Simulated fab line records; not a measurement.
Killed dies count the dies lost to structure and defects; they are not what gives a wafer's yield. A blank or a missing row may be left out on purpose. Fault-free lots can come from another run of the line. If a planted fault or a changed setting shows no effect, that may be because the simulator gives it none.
fab line records    flow nandHarc
record lots=24  wafers=72  lastDay=25
route steps=1159 shown A_CONTACT@913 A_M0@1008 A_M1@1052
lots that met no fault: taken from a fault-free run of the same line
startH: start of the lot's first displayed wafer, in hours after the record's first day    waitH: how many hours have passed since the lot's step before this one    " as in the row above    L1.1+2: several wafers, shown together as one row    - no value, or no start was given    * or withheld: withheld    < > ~ a bound
route shown NAME@n: a module of which the file shows steps, and the number in the route of the first    usual: mean and standard deviation over wafers with no fault    same: alike in all rows    chamber/n: place in a boat    sites: each site's reading    _std_site: how widely they spread, as a standard deviation    _edge_site: inner sites' mean taken away from outer sites' mean    radiusMm: how far each site lies from the wafer's centre    mask NAME#n: copy n    behind: the tool/chamber that last shaped the wafer    hold: reason for holding the lot/hours on hold/outcome of the hold    device: transistor that didn't switch, given as n, p or np    end of line: tests of these same wafers at the route's end    a step without rows: its recipe alone    killed: the dies lost at the first sort to structure and to defects; this is not the yield of the wafer    map: the dies of a wafer, with x for killed, . for not killed, _ for no die there
set.NAME: the run value of the setting; set.NAME@STEP: its run value at that earlier step    model.NAME: the simulator's own value behind a step, which no gauge read
route steps across a sampled set of lots; one table per step, one row per wafer
services: a tool's chamber out of use, with start hour (startH, from the record's first day; less than 0 if before it), hours out, and reason
## steps
# step NHARC_A_CONTACT_ETCH_133
# recipe sourceW=withheld  pressureMtorr=20  biasV=400  timeS=195  targetDepthA=8400  arFlowSccm=withheld  c4f8FlowSccm=11.5  o2FlowSccm=7.2  chemistry=C4F8/O2/Ar
# same timeS=195
lot.wafer  tool           chamber  startH  waitH  rfHoursCounterH
L074.1     harCapEtch-01  0        379.86  0.1    57
L074.2     "              1        "       "      57
L074.3     "              0        "       "      -
L075.2     harCapEtch-01  1        385.33  0.1    58
L075.1     "              0        "       "      58
L075.3     "              0        "       "      -
L077.1     harCapEtch-03  1        388.22  0.1    87
L077.3     "              0        "       "      -
L077.6     "              0        "       "      -
L079.1     harCapEtch-02  0        389.00  0.1    15
L079.2     "              1        "       "      15
L079.6     "              1        "       "      -
L076.1     harCapEtch-03  1        393.32  0.2    88
L076.4     "              0        "       "      -
L076.6     "              0        "       "      -
L078.1     harCapEtch-02  0        394.67  0.1    16
L078.3     "              0        "       "      -
L078.6     "              0        "       "      -
L081.2     harCapEtch-01  0        412.51  0.1    63
L081.4     "              1        "       "      -
L081.3     "              0        "       "      -
L080.1     harCapEtch-02  0        421.47  0.1    19
L080.3     "              0        "       "      -
L080.4     "              1        "       "      -
L083.1     harCapEtch-03  1        422.43  0.2    93
L083.3     "              0        "       "      -
L083.4     "              1        "       "      -
L082.1     harCapEtch-02  0        437.38  0.4    21
L082.3     "              0        "       "      -
L082.5     "              1        "       "      -
L084.2     harCapEtch-03  1        440.96  0.1    95
L084.3     "              1        "       "      -
L084.4     "              0        "       "      -
L086.4     harCapEtch-01  1        453.16  0.2    -
L086.3     "              0        "       "      -
L086.6     "              1        "       "      -
L087.4     harCapEtch-03  0        454.76  0.2    -
L087.5     "              1        "       "      -
L087.6     "              0        "       "      -
L085.1     harCapEtch-01  0        458.10  0.1    70
L085.3     "              0        "       "      -
L085.4     "              1        "       "      -
L089.3     harCapEtch-03  0        465.56  0.2    -
L089.6     "              1        "       "      -
L089.5     "              0        "       "      -
L088.2     harCapEtch-01  1        467.87  0.1    72
L088.1     "              0        "       "      72
L088.4     "              1        "       "      -
L091.2     harCapEtch-01  0        480.49  0.1    74
L091.3     "              1        "       "      -
L091.4     "              0        "       "      -
L090.2     harCapEtch-03  0        483.08  0.1    104
L090.5     "              1        "       "      -
L090.6     "              0        "       "      -
L093.2     harCapEtch-02  0        490.06  0.1    31
L093.3     "              0        "       "      -
L093.6     "              0        "       "      -
L094.2     harCapEtch-03  1        491.78  0.1    105
L094.3     "              0        "       "      -
L094.5     "              1        "       "      -
L092.2     harCapEtch-02  0        505.92  0.1    34
L092.6     "              1        "       "      -
L092.5     "              0        "       "      -
L096.4     harCapEtch-01  0        506.79  0.2    -
L096.5     "              0        "       "      -
L096.6     "              1        "       "      -
L095.1     harCapEtch-01  1        510.39  0.1    79
L095.2     "              0        "       "      79
L095.4     "              0        "       "      -
L097.1     harCapEtch-03  1        521.48  0.1    112
L097.2     "              0        "       "      112
L097.5     "              1        "       "      -
# step NHARC_A_CONTACT_DESCUM_13
# recipe timeS=3  o2FlowSccm=200  arFlowSccm=0  biasPowerW=0  chemistry=O2
# usual drypumpMotorCurrentA=5.7/0.37  o2FlowSccm=199.9/0.61  oesProductAu=0.996/0.01  rfVppV=57.7/1.1  showerheadPlenumPTorr=1.93/0.11  throttleValvePct=11.311/0.0097
# same timeS=3
lot.wafer  tool        chamber  startH  waitH  drypumpMotorCurrentA  o2FlowSccm  oesProductAu  rfHoursCounterH  rfVppV  showerheadPlenumPTorr  throttleValvePct
L074.2     rieDiel-13  3        384.38  0.1    6.1                   200.3       1.006         42               57.8    1.76                   11.326
L074.3     "           0        "       "      5.6                   199.9       0.992         42               57.6    1.90                   11.298
L074.1     "           1        "       "      5.8                   199.0       0.994         41               56.2    1.77                   11.315
L075.3     rieDiel-05  3        389.31  0.1    5.4                   199.5       1.013         18               57.8    1.95                   11.317
L075.2     "           0        "       "      6.2                   199.8       1.003         17               58.5    1.91                   11.306
L075.1     "           1        "       "      5.6                   199.2       0.999         16               58.1    1.82                   11.316
L077.1     rieDiel-13  0        393.12  0.1    5.6                   199.8       0.994         45               57.3    1.90                   11.306
L077.3     "           1        "       "      5.7                   200.0       0.984         44               56.4    1.77                   11.308
L077.6     "           2        "       "      5.3                   199.0       0.999         -                58.6    1.97                   11.327
L079.2     rieDiel-13  0        394.61  0.1    5.6                   199.6       0.982         46               57.3    1.90                   11.326
L079.1     "           1        "       "      5.8                   199.6       0.979         45               56.6    1.77                   11.300
L079.6     "           2        "       "      5.3                   199.4       1.003         -                58.9    1.97                   11.303
L076.4     rieDiel-03  0        402.03  0.1    5.5                   199.5       0.993         0                57.8    1.91                   11.318
L076.1     "           2        "       "      5.7                   200.3       0.995         0                58.5    2.03                   11.307
L076.6     "           1        "       "      6.4                   199.1       0.994         -                57.3    1.78                   11.315
L078.3     rieDiel-05  1        402.37  0.1    5.6                   199.6       0.999         21               54.8    1.82                   11.314
L078.1     "           3        "       "      5.3                   199.8       1.015         23               59.0    1.95                   11.308
L078.6     "           1        "       "      5.6                   199.7       1.017         -                55.7    1.82                   11.302
L081.3     rieDiel-03  0        416.43  0.1    5.5                   200.6       0.988         3                57.2    1.91                   11.312
L081.2     "           1        "       "      6.3                   200.0       0.983         2                57.9    1.78                   11.318
L081.4     "           3        "       "      5.3                   199.1       1.006         3                57.8    2.08                   11.302
L080.1     rieDiel-05  2        426.23  0.1    5.6                   199.5       0.994         33               60.7    1.94                   11.305
L080.4     "           3        "       "      5.3                   200.9       1.016         32               58.2    1.94                   11.304
L080.3     "           1        "       "      5.6                   200.1       1.003         31               56.8    1.81                   11.318
L083.4     rieDiel-03  3        426.81  0.1    5.3                   201.4       1.009         5                58.6    2.08                   11.322
L083.3     "           0        "       "      5.6                   199.7       0.987         4                58.3    1.91                   11.295
L083.1     "           1        "       "      6.4                   199.4       0.982         4                56.2    1.78                   11.312
L082.3     rieDiel-13  3        441.59  0.1    6.1                   198.9       0.992         59               56.7    1.76                   11.313
L082.1     "           1        "       "      5.8                   199.9       0.979         58               55.6    1.77                   11.313
L082.5     "           0        "       "      5.6                   200.8       0.983         -                59.2    1.89                   11.322
L084.3     rieDiel-05  2        444.75  0.1    5.6                   200.7       1.001         38               58.5    1.94                   11.313
L084.2     "           0        "       "      6.3                   198.7       0.998         36               58.0    1.90                   11.311
L084.4     "           1        "       "      5.6                   199.9       1.012         36               56.9    1.81                   11.306
L086.3     rieDiel-03  2        457.00  0.1    5.7                   200.1       0.998         9                58.7    2.02                   11.316
L086.4     "           3        "       "      5.2                   200.6       1.004         9                58.1    2.07                   11.301
L086.6     "           0        "       "      5.5                   200.4       0.982         -                56.3    1.91                   11.312
L087.4     rieDiel-03  3        458.76  0.1    5.2                   199.5       1.013         10               58.6    2.07                   11.298
L087.5     "           2        "       "      5.7                   199.9       0.995         -                57.4    2.02                   11.312
L087.6     "           3        "       "      5.3                   200.2       1.008         -                56.0    2.07                   11.307
L085.1     rieDiel-13  3        463.65  0.1    6.1                   200.3       0.993         1                58.4    2.08                   11.318
L085.4     "           0        "       "      5.6                   199.6       0.996         0                57.1    1.89                   11.326
L085.3     "           1        "       "      5.8                   199.3       0.990         0                58.9    2.08                   11.329
L089.3     rieDiel-03  2        469.59  0.1    5.7                   199.7       1.002         11               58.0    2.02                   11.304
L089.6     "           2        "       "      5.7                   200.2       0.986         -                57.9    2.02                   11.322
L089.5     "           3        "       "      5.3                   200.1       1.002         -                60.0    2.07                   11.295
L088.1     rieDiel-03  0        471.88  0.1    5.5                   201.1       0.983         12               58.5    1.91                   11.304
L088.2     "           1        "       "      6.4                   200.3       0.987         12               56.6    1.78                   11.303
L088.4     "           3        "       "      5.2                   200.4       1.011         12               59.2    2.07                   11.314
L091.3     rieDiel-13  0        487.33  0.1    5.6                   201.6       0.998         9                56.2    1.89                   11.309
L091.4     "           1        "       "      5.8                   200.1       1.003         9                58.5    2.07                   11.289
L091.2     "           3        "       "      6.1                   200.9       1.002         9                58.8    2.07                   11.340
L090.2     rieDiel-13  0        490.73  0.1    5.6                   200.2       0.997         10               57.7    1.89                   11.319
L090.5     "           1        "       "      5.8                   200.7       1.010         -                56.6    2.07                   11.292
L090.6     "           2        "       "      5.3                   200.2       0.986         -                58.4    1.96                   11.296
L093.3     rieDiel-03  0        494.99  0.1    5.5                   200.1       0.979         15               57.3    1.91                   11.309
L093.2     "           1        "       "      6.3                   200.2       0.971         15               55.8    1.78                   11.314
L093.6     "           1        "       "      6.4                   199.3       0.974         -                56.2    1.78                   11.312
L094.2     rieDiel-13  0        497.59  0.1    5.6                   200.1       1.009         11               57.4    1.89                   11.316
L094.3     "           2        "       "      5.3                   199.7       0.992         13               57.6    1.96                   11.311
L094.5     "           0        "       "      5.6                   200.8       0.994         -                55.9    1.89                   11.319
L092.2     rieDiel-03  1        511.13  0.1    6.4                   200.8       0.983         17               58.9    1.78                   11.310
L092.6     "           3        "       "      5.3                   199.6       1.003         -                57.9    2.07                   11.314
L092.5     "           1        "       "      6.4                   199.8       0.990         -                56.7    1.78                   11.290
L096.5     rieDiel-03  2        511.93  0.1    5.7                   200.6       0.996         -                55.7    2.02                   11.304
L096.4     "           3        "       "      5.3                   199.3       1.011         -                57.7    2.07                   11.297
L096.6     "           1        "       "      6.4                   199.9       0.999         -                56.6    1.78                   11.308
L095.4     rieDiel-13  2        515.44  0.1    5.3                   199.1       0.988         21               58.1    1.95                   11.316
L095.1     "           3        "       "      6.1                   200.2       1.000         20               56.5    2.07                   11.318
L095.2     "           0        "       "      5.6                   200.0       1.003         19               58.9    1.89                   11.312
L097.2     rieDiel-03  2        526.56  0.1    5.7                   199.5       1.000         23               58.3    2.02                   11.321
L097.1     "           3        "       "      5.2                   200.1       1.003         24               57.2    2.07                   11.309
L097.5     "           3        "       "      5.2                   199.5       1.002         -                56.7    2.07                   11.302
# step NHARC_A_CONTACT_ETCH_139
# recipe sourceW=withheld  pressureMtorr=20  biasV=400  timeS=137  targetDepthA=5900  arFlowSccm=withheld  c4f8FlowSccm=11.5  o2FlowSccm=7.2  chemistry=C4F8/O2/Ar
# same timeS=137
lot.wafer  tool           chamber  startH  waitH  rfHoursCounterH
L074.2     harCapEtch-02  0        386.51  0.1    13
L074.1     "              1        "       "      13
L074.3     "              0        "       "      -
L075.2     harCapEtch-01  0        391.01  0.1    60
L075.1     "              1        "       "      60
L075.3     "              1        "       "      -
L077.1     harCapEtch-01  1        394.82  0.1    61
L077.3     "              0        "       "      -
L077.6     "              1        "       "      -
L079.1     harCapEtch-03  0        396.26  0.1    89
L079.2     "              1        "       "      89
L079.6     "              1        "       "      -
L076.1     harCapEtch-01  0        403.72  0.1    62
L076.4     "              0        "       "      -
L076.6     "              0        "       "      -
L078.1     harCapEtch-02  0        404.09  0.1    17
L078.3     "              1        "       "      -
L078.6     "              0        "       "      -
L081.2     harCapEtch-01  0        418.11  0.1    64
L081.4     "              0        "       "      -
L081.3     "              1        "       "      -
L080.1     harCapEtch-01  0        427.91  0.1    64
L080.4     "              0        "       "      -
L080.3     "              1        "       "      -
L083.1     harCapEtch-02  0        428.52  0.1    20
L083.3     "              1        "       "      -
L083.4     "              0        "       "      -
L082.1     harCapEtch-01  1        443.31  0.1    66
L082.3     "              1        "       "      -
L082.5     "              0        "       "      -
L084.2     harCapEtch-01  0        446.48  0.1    67
L084.3     "              1        "       "      -
L084.4     "              0        "       "      -
L086.3     harCapEtch-03  0        458.83  0.1    -
L086.4     "              1        "       "      -
L086.6     "              0        "       "      -
L087.4     harCapEtch-01  1        460.55  0.2    -
L087.5     "              0        "       "      -
L087.6     "              1        "       "      -
L085.1     harCapEtch-02  0        465.37  0.1    27
L085.4     "              1        "       "      -
L085.3     "              0        "       "      -
L089.3     harCapEtch-02  1        471.43  0.2    -
L089.5     "              0        "       "      -
L089.6     "              1        "       "      -
L088.1     harCapEtch-01  1        473.57  0.1    73
L088.2     "              0        "       "      73
L088.4     "              0        "       "      -
L091.2     harCapEtch-01  0        489.04  0.1    75
L091.3     "              1        "       "      -
L091.4     "              0        "       "      -
L090.2     harCapEtch-01  1        492.45  0.1    75
L090.6     "              1        "       "      -
L090.5     "              0        "       "      -
L093.2     harCapEtch-02  1        496.67  0.1    32
L093.3     "              0        "       "      -
L093.6     "              0        "       "      -
L094.2     harCapEtch-02  1        499.42  0.1    33
L094.3     "              1        "       "      -
L094.5     "              0        "       "      -
L092.2     harCapEtch-01  0        513.74  0.1    80
L092.5     "              0        "       "      -
L092.6     "              1        "       "      -
L096.4     harCapEtch-01  1        514.73  0.1    -
L096.6     "              1        "       "      -
L096.5     "              0        "       "      -
L095.1     harCapEtch-01  1        517.86  0.1    81
L095.2     "              0        "       "      81
L095.4     "              1        "       "      -
L097.1     harCapEtch-02  1        528.25  0.1    40
L097.2     "              0        "       "      40
L097.5     "              0        "       "      -
# step NHARC_A_CONTACT_CD_MEAS_15
# usual cdNm=89.9/0.56
lot.wafer  tool      chamber  startH  waitH  cdNm
L074.1     cdSem-01  -        387.13  -      88.7
L074.2     "         -        "       "      89.7
L074.3     "         -        "       "      89.8
L075.1     cdSem-02  -        391.63  -      89.2
L075.2     "         -        "       "      89.4
L075.3     "         -        "       "      89.2
L077.1     cdSem-02  -        395.78  -      89.3
L077.3     "         -        "       "      89.6
L077.6     "         -        "       "      89.6
L079.1     cdSem-01  -        397.08  -      90.0
L079.2     "         -        "       "      90.7
L079.6     "         -        "       "      90.5
L076.1     cdSem-01  -        404.34  -      89.5
L076.4     "         -        "       "      90.4
L076.6     "         -        "       "      89.8
L078.1     cdSem-02  -        404.66  -      89.8
L078.3     "         -        "       "      90.4
L078.6     "         -        "       "      90.1
L081.2     cdSem-01  -        418.74  -      90.4
L081.3     "         -        "       "      90.5
L081.4     "         -        "       "      89.9
L080.1     cdSem-02  -        428.53  -      90.7
L080.3     "         -        "       "      90.1
L080.4     "         -        "       "      90.3
L083.1     cdSem-02  -        429.21  -      89.5
L083.3     "         -        "       "      89.8
L083.4     "         -        "       "      90.7
L082.1     cdSem-02  -        443.89  -      89.4
L082.3     "         -        "       "      89.3
L082.5     "         -        "       "      89.9
L084.2     cdSem-03  -        447.19  -      89.9
L084.3     "         -        "       "      88.8
L084.4     "         -        "       "      89.7
L086.3     cdSem-03  -        459.40  -      91.0
L086.4     "         -        "       "      90.2
L086.6     "         -        "       "      90.7
L087.4     cdSem-02  -        461.07  -      91.0
L087.5     "         -        "       "      91.1
L087.6     "         -        "       "      91.3
L085.1     cdSem-01  -        466.01  -      90.3
L085.3     "         -        "       "      89.8
L085.4     "         -        "       "      90.3
L089.3     cdSem-03  -        471.95  -      90.1
L089.5     "         -        "       "      90.2
L089.6     "         -        "       "      89.9
L088.1     cdSem-02  -        474.23  -      89.8
L088.2     "         -        "       "      90.1
L088.4     "         -        "       "      90.3
L091.2     cdSem-01  -        489.63  -      90.8
L091.3     "         -        "       "      90.1
L091.4     "         -        "       "      89.9
L090.2     cdSem-02  -        493.18  -      89.1
L090.5     "         -        "       "      89.3
L090.6     "         -        "       "      89.4
L093.2     cdSem-01  -        497.29  -      90.7
L093.3     "         -        "       "      90.1
L093.6     "         -        "       "      89.9
L094.2     cdSem-02  -        500.01  -      90.0
L094.3     "         -        "       "      89.4
L094.5     "         -        "       "      90.4
L092.2     cdSem-03  -        514.45  -      89.8
L092.5     "         -        "       "      89.4
L092.6     "         -        "       "      89.8
L096.4     cdSem-03  -        515.32  -      90.0
L096.5     "         -        "       "      89.2
L096.6     "         -        "       "      89.1
L095.1     cdSem-03  -        518.61  -      89.4
L095.2     "         -        "       "      89.6
L095.4     "         -        "       "      89.6
L097.1     cdSem-03  -        528.94  -      89.6
L097.2     "         -        "       "      90.2
L097.5     "         -        "       "      90.2
# step NHARC_A_M0_ETCH_34
# recipe targetDepthA=400  overetchA=120  timeS=43.94  ionEnergyEv=200  n2FlowSccm=150  h2FlowSccm=150  arFlowSccm=0  rfW=400  biasW=150  chemistry=N2/H2
# usual drypumpMotorCurrentA=5.5/0.39  oesProductAu=0.996/0.0093  rfVppV=430/3.3  showerheadPlenumPTorr=2.02/0.11  throttleValvePct=14.172/0.0093
# same timeS=43.94
lot.wafer  tool        chamber  startH  waitH  drypumpMotorCurrentA  oesProductAu  rfHoursCounterH  rfVppV  showerheadPlenumPTorr  throttleValvePct
L074.3     rieDiel-09  3        395.61  0.1    5.3                   0.998         10               435     2.18                   14.177
L074.1     "           1        "       "      5.1                   1.004         11               430     2.05                   14.174
L074.2     "           2        "       "      5.3                   1.000         10               425     1.91                   14.164
L075.2     rieDiel-09  2        400.83  0.1    5.3                   0.997         11               428     1.91                   14.184
L075.3     "           3        "       "      5.3                   0.988         10               434     2.18                   14.186
L075.1     "           1        "       "      5.1                   1.000         11               432     2.05                   14.175
L077.1     rieDiel-04  3        407.57  0.1    5.9                   0.993         7                429     1.95                   14.157
L077.3     "           2        "       "      5.9                   0.987         8                427     1.90                   14.166
L077.6     "           1        "       "      5.4                   0.999         -                433     2.15                   14.169
L079.2     rieDiel-04  1        407.75  0.1    5.4                   1.013         8                435     2.15                   14.175
L079.1     "           2        "       "      5.9                   0.985         8                428     1.90                   14.155
L079.6     "           1        "       "      5.4                   0.999         -                435     2.15                   14.162
L076.1     rieDiel-04  1        411.93  0.1    5.4                   1.002         8                434     2.15                   14.173
L076.4     "           3        "       "      5.9                   0.994         7                428     1.95                   14.170
L076.6     "           1        "       "      5.4                   1.009         -                432     2.15                   14.176
L078.3     rieDiel-09  2        412.24  0.1    5.3                   0.998         12               427     1.91                   14.186
L078.1     "           0        "       "      5.1                   0.995         11               425     1.91                   14.172
L078.6     "           1        "       "      5.1                   1.002         -                431     2.05                   14.202
L081.4     rieDiel-07  1        430.47  0.1    5.6                   0.999         1                430     2.00                   14.178
L081.3     "           2        "       "      5.1                   1.011         1                435     2.17                   14.190
L081.2     "           0        "       "      5.6                   1.003         1                434     2.18                   14.171
L080.3     rieDiel-04  3        436.02  0.1    5.9                   1.002         10               428     1.95                   14.174
L080.4     "           0        "       "      5.6                   0.997         10               426     1.95                   14.164
L080.1     "           1        "       "      5.4                   1.004         10               434     2.15                   14.181
L083.4     rieDiel-09  1        440.39  0.1    5.1                   1.007         0                429     2.05                   14.173
L083.3     "           2        "       "      5.3                   1.012         0                428     1.91                   14.173
L083.1     "           0        "       "      5.1                   0.995         0                425     1.91                   14.175
L082.3     rieDiel-07  3        454.37  0.1    6.6                   1.003         2                426     1.89                   14.177
L082.1     "           1        "       "      5.7                   0.997         3                429     2.00                   14.174
L082.5     "           2        "       "      5.1                   0.997         -                434     2.17                   14.171
L084.2     rieDiel-09  3        458.26  0.1    5.3                   0.987         1                434     2.18                   14.188
L084.4     "           1        "       "      5.1                   0.998         1                431     2.05                   14.172
L084.3     "           2        "       "      5.3                   1.004         1                428     1.91                   14.171
L086.3     rieDiel-07  0        473.80  0.1    5.6                   0.997         4                435     2.18                   14.169
L086.4     "           2        "       "      5.1                   1.002         4                434     2.17                   14.174
L086.6     "           0        "       "      5.6                   0.994         -                434     2.17                   14.188
L087.4     rieDiel-09  2        474.27  0.1    5.3                   1.004         3                428     1.91                   14.171
L087.5     "           0        "       "      5.1                   1.003         -                427     1.90                   14.165
L087.6     "           1        "       "      5.1                   0.983         -                431     2.05                   14.179
L085.4     rieDiel-09  3        474.95  0.1    5.3                   0.987         3                434     2.18                   14.186
L085.1     "           0        "       "      5.1                   0.990         3                429     1.90                   14.158
L085.3     "           2        "       "      5.3                   0.999         3                427     1.91                   14.162
L089.3     rieDiel-09  2        488.16  0.1    5.3                   1.001         4                426     1.91                   14.175
L089.5     "           1        "       "      5.1                   0.984         -                430     2.05                   14.173
L089.6     "           2        "       "      5.3                   1.003         -                427     1.91                   14.173
L088.2     rieDiel-04  1        497.35  0.2    5.4                   1.000         1                432     2.15                   14.183
L088.1     "           2        "       "      6.0                   1.001         1                427     1.90                   14.168
L088.4     "           3        "       "      5.9                   1.003         1                429     1.95                   14.166
L091.4     rieDiel-04  3        507.84  0.1    5.9                   0.985         2                428     1.94                   14.174
L091.3     "           1        "       "      5.5                   0.997         2                434     2.15                   14.192
L091.2     "           2        "       "      6.0                   0.996         3                429     1.90                   14.170
L090.2     rieDiel-07  2        509.13  0.1    5.1                   0.989         6                434     2.17                   14.178
L090.6     "           1        "       "      5.7                   0.992         -                430     2.00                   14.173
L090.5     "           2        "       "      5.1                   0.997         -                435     2.17                   14.180
L093.3     rieDiel-09  1        509.28  0.1    5.1                   0.991         6                430     2.05                   14.172
L093.2     "           3        "       "      5.4                   0.988         6                436     2.18                   14.168
L093.6     "           1        "       "      5.1                   0.999         -                432     2.05                   14.167
L094.2     rieDiel-04  3        512.42  0.1    5.9                   0.992         3                428     1.94                   14.169
L094.3     "           0        "       "      5.7                   1.004         2                428     1.95                   14.171
L094.5     "           1        "       "      5.4                   0.999         -                435     2.15                   14.159
L092.2     rieDiel-09  0        521.67  0.1    5.1                   0.990         6                425     1.90                   14.169
L092.5     "           3        "       "      5.3                   0.977         -                436     2.18                   14.156
L092.6     "           0        "       "      5.1                   0.986         -                425     1.90                   14.158
L096.4     rieDiel-09  3        525.31  0.1    5.4                   0.970         7                433     2.18                   14.172
L096.6     "           3        "       "      5.3                   0.983         -                436     2.18                   14.181
L096.5     "           0        "       "      5.1                   0.987         -                427     1.90                   14.164
L095.1     rieDiel-09  1        526.51  0.1    5.1                   0.992         7                431     2.05                   14.183
L095.2     "           2        "       "      5.3                   1.006         8                428     1.91                   14.191
L095.4     "           3        "       "      5.4                   0.980         7                433     2.18                   14.182
L097.1     rieDiel-07  3        538.02  0.1    6.6                   1.008         7                424     1.89                   14.171
L097.2     "           0        "       "      5.6                   1.000         7                435     2.17                   14.169
L097.5     "           1        "       "      5.7                   0.989         -                430     2.00                   14.176
# step NHARC_A_M1_CMP_23
# recipe tOverpolishS=20  targetThkNm=154.34
# usual edgeZonePressureFrac=1.000/0.0052  motorCurrentA=11.6/1.2  retainingRingPressureFrac=1.000/0.0046  slurryFilterDpKPa=13.49/0.15  timeToEndpointS=29.2/2.6
lot.wafer  tool    chamber  startH  waitH  edgeZonePressureFrac  motorCurrentA  retainingRingPressureFrac  slurryFilterDpKPa  timeToEndpointS
L074.1     cmp-03  0        402.34  -      1.008                 9.2            0.996                      13.58              32.1
L074.3     "       1        "       "      0.993                 11.8           0.993                      13.51              29.5
L074.2     "       3        "       "      1.013                 12.0           1.001                      13.54              32.2
L075.3     cmp-02  1        407.73  -      0.999                 11.6           1.000                      13.61              31.8
L075.1     "       3        "       "      1.008                 10.7           0.995                      13.27              26.6
L075.2     "       0        "       "      0.997                 12.1           1.000                      13.27              30.0
L077.1     cmp-04  3        413.73  -      1.007                 14.0           1.000                      13.43              27.5
L077.3     "       0        "       "      0.998                 13.0           1.003                      13.40              31.0
L077.6     "       2        "       "      0.996                 12.0           1.003                      13.53              27.7
L079.2     cmp-02  3        414.20  -      0.996                 10.5           1.005                      13.64              30.3
L079.1     "       1        "       "      1.001                 11.5           1.004                      13.67              32.1
L079.6     "       2        "       "      0.997                 11.3           1.001                      13.71              31.0
L078.1     cmp-03  1        418.82  -      1.001                 11.4           1.008                      13.53              27.9
L078.3     "       2        "       "      0.995                 11.9           0.993                      13.50              32.8
L078.6     "       3        "       "      0.997                 11.4           1.008                      13.66              32.1
L076.1     cmp-04  2        419.13  -      1.006                 12.5           0.999                      13.09              27.0
L076.4     "       3        "       "      1.001                 13.5           1.000                      13.59              27.9
L076.6     "       0        "       "      0.994                 13.0           1.004                      13.68              29.1
L081.2     cmp-02  1        436.54  -      0.992                 10.9           0.997                      13.29              32.4
L081.3     "       2        "       "      1.001                 12.4           0.999                      13.33              31.7
L081.4     "       0        "       "      0.996                 11.8           0.998                      13.62              32.7
L080.4     cmp-02  2        442.70  -      1.006                 11.8           0.990                      13.31              31.3
L080.3     "       3        "       "      0.992                 10.2           0.995                      13.55              27.7
L080.1     "       0        "       "      1.006                 11.9           0.999                      13.76              29.2
L083.3     cmp-03  1        446.55  -      1.006                 11.9           1.002                      13.66              27.2
L083.1     "       2        "       "      1.000                 11.4           0.997                      13.53              28.0
L083.4     "       3        "       "      1.005                 11.7           1.002                      13.24              29.4
L082.3     cmp-02  0        460.67  -      1.007                 11.6           1.006                      13.53              31.2
L082.1     "       2        "       "      0.998                 11.5           0.999                      13.77              27.3
L082.5     "       1        "       "      0.996                 11.5           1.006                      13.65              31.7
L084.2     cmp-03  3        464.53  -      0.997                 11.2           0.998                      13.21              33.2
L084.3     "       0        "       "      0.998                 9.1            1.006                      13.61              32.3
L084.4     "       1        "       "      0.997                 12.1           0.996                      13.73              26.8
L086.4     cmp-02  1        479.89  -      0.994                 11.3           0.996                      13.71              36.8
L086.3     "       0        "       "      1.010                 11.6           0.996                      13.62              34.1
L086.6     "       2        "       "      0.998                 11.7           1.006                      13.40              30.6
L087.4     cmp-04  0        480.62  -      1.005                 13.2           1.001                      13.23              27.7
L087.5     "       2        "       "      0.998                 12.5           1.003                      13.30              26.2
L087.6     "       3        "       "      0.999                 13.9           1.005                      13.09              27.9
L085.3     cmp-02  1        481.10  -      0.989                 11.2           1.007                      13.56              30.8
L085.1     "       2        "       "      1.004                 11.6           0.991                      13.58              29.4
L085.4     "       0        "       "      1.001                 11.6           0.994                      13.56              28.4
L089.3     cmp-03  3        494.30  -      0.998                 12.0           1.003                      13.54              30.0
L089.6     "       1        "       "      0.994                 11.6           0.995                      13.50              24.6
L089.5     "       2        "       "      0.994                 11.6           0.997                      13.45              27.8
L088.1     cmp-04  0        503.64  -      0.997                 13.1           0.997                      13.52              26.8
L088.2     "       1        "       "      1.006                 10.7           0.998                      13.49              31.7
L088.4     "       2        "       "      1.000                 12.0           1.001                      13.71              29.9
L091.3     cmp-03  3        513.97  -      1.003                 11.2           1.006                      13.68              31.0
L091.4     "       0        "       "      1.004                 9.8            1.002                      13.59              31.4
L091.2     "       1        "       "      1.001                 12.3           1.005                      13.66              27.7
L090.2     cmp-04  1        515.16  -      0.999                 11.7           1.005                      13.23              30.9
L090.5     "       1        "       "      0.992                 11.1           1.001                      13.61              31.4
L090.6     "       2        "       "      0.999                 11.8           0.997                      13.53              28.6
L093.3     cmp-03  0        515.49  -      1.001                 9.6            0.998                      13.46              27.6
L093.2     "       2        "       "      1.000                 12.2           1.004                      13.58              25.2
L093.6     "       0        "       "      1.002                 9.7            1.002                      13.65              26.3
L094.3     cmp-04  1        518.47  -      0.995                 11.4           0.996                      13.55              31.8
L094.2     "       2        "       "      0.997                 12.3           0.999                      13.43              26.6
L094.5     "       3        "       "      0.998                 13.9           1.000                      13.40              26.1
L092.2     cmp-03  3        527.96  -      1.001                 11.7           1.005                      13.54              29.9
L092.6     "       2        "       "      1.002                 12.0           1.005                      13.73              25.0
L092.5     "       3        "       "      0.993                 12.0           0.996                      13.52              28.2
L096.4     cmp-02  2        531.47  -      0.996                 11.5           0.999                      13.38              30.1
L096.5     "       2        "       "      1.000                 11.3           0.998                      13.53              31.4
L096.6     "       3        "       "      1.004                 10.0           0.995                      13.17              29.1
L095.2     cmp-03  1        532.58  -      0.999                 11.7           1.000                      13.50              24.1
L095.4     "       2        "       "      1.011                 11.9           1.000                      13.48              26.1
L095.1     "       0        "       "      0.998                 10.0           1.007                      13.53              28.6
L097.2     cmp-02  2        544.39  -      1.007                 12.0           1.001                      13.44              33.7
L097.1     "       0        "       "      1.001                 11.8           0.997                      13.51              33.1
L097.5     "       2        "       "      1.011                 11.9           1.003                      13.47              31.8
## services
tool           chamber  startH  hours  kind
rieDiel-03     -        392.30  9.0    pm
cmp-02         -        397.79  1.1    repair
rieDiel-07     1        397.80  6.8    repair
cmp-04         -        399.13  4.0    pm
rieDiel-13     2        402.42  2.0    repair
rieDiel-04     0        403.57  8.0    repair
rieDiel-07     -        405.20  9.0    pm
rieDiel-13     -        417.30  0.8    repair
cmp-02         -        422.66  4.0    pm
rieDiel-09     -        431.11  9.0    pm
cmp-02         -        445.32  2.6    repair
cmp-03         -        450.00  4.0    pm
rieDiel-13     -        453.19  9.0    pm
rieDiel-09     -        455.34  0.6    repair
rieDiel-04     -        465.95  9.0    pm
rieDiel-07     2        479.52  4.0    repair
harCapEtch-03  -        496.44  0.7    repair
cmp-03         -        496.76  3.3    repair
cmp-04         -        497.13  4.0    pm
rieDiel-03     0        507.85  12.3   repair
rieDiel-13     0        517.28  4.2    repair
cmp-02         -        520.66  4.0    pm
cmp-04         -        524.49  6.1    repair
cmp-03         -        538.27  1.0    repair
## key
fault none
